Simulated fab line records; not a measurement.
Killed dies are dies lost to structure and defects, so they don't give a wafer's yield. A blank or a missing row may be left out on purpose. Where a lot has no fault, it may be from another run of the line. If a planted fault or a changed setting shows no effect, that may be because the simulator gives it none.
Chamber matching | flow nand-harc | cmp-01 running NHARC_A_SGD_CUT_CMP_21: 4 sister chambers
The step polishes, target thk 148.19 nm. 8 wafers are shown with their chamber, then 12 later ones without.

WAFERS WITH THEIR CHAMBER
wafer  | chamber | motor-current-A (A) | time-to-endpoint-s (s)
L081.2 | 0       | 12.6                | 48.4
L081.6 | 1       | 12.8                | 48.0
L083.1 | 3       | 11.1                | 53.4
L083.3 | 2       | 11.1                | 54.5
L083.5 | 1       | 12.6                | 52.3
L086.1 | 2       | 11.6                | 52.3
L086.2 | 0       | 13.2                | 50.7
L086.4 | 3       | 10.9                | 51.3

WAFERS WITH NO CHAMBER GIVEN
wafer  | motor-current-A (A) | time-to-endpoint-s (s)
L090.1 | 12.5                | 46.6
L090.3 | 11.5                | 48.8
L090.4 | 12.4                | 43.8
L095.1 | 11.4                | 45.8
L095.2 | 12.3                | 46.3
L095.3 | 10.9                | 46.5
L094.1 | 11.3                | 51.0
L094.2 | 11.7                | 48.6
L094.3 | 12.6                | 45.6
L094.4 | 12.1                | 46.2
L094.5 | 11.4                | 47.3
L094.6 | 11.9                | 45.2

EACH ONE'S CHAMBER
wafer  | from the rows above               | in truth
L090.1 | can't be placed: 1 or 0           | 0
L090.3 | can't be placed: 2 or 3 or 1      | 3
L090.4 | can't be placed: 1 or 0           | 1
L095.1 | can't be placed: 3 or 2 or 1 or 0 | 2
L095.2 | can't be placed: 1 or 0           | 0
L095.3 | can't be placed: 3 or 2           | 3
L094.1 | can't be placed: 2 or 3           | 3
L094.2 | can't be placed: 2 or 3 or 1 or 0 | 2
L094.3 | can't be placed: 0 or 1           | 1
L094.4 | can't be placed: 1 or 0 or 2 or 3 | 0
L094.5 | can't be placed: 3 or 2 or 1      | 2
L094.6 | can't be placed: 1 or 0 or 2 or 3 | 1
Placed correctly: 0 of 12. Can't be placed from these rows: 12 (the true chamber is among the candidates in 12). Placed wrongly: 0.
How it was worked out, from the rows above alone: a wafer's distance from a chamber is the root of the sum, over the readings, of the square of ((its reading less the chamber's mean) divided by the reading's scatter). If the next closest chamber is less than 2 further off than the closest, the wafer can't be placed; otherwise it belongs to the closest. For every chamber, the mean is computed from those of its wafers that are shown. How the scatter is found: for the shown wafers, subtract from each reading the mean of its chamber, square and add these, divide the total by (wafers less chambers), then take the root.
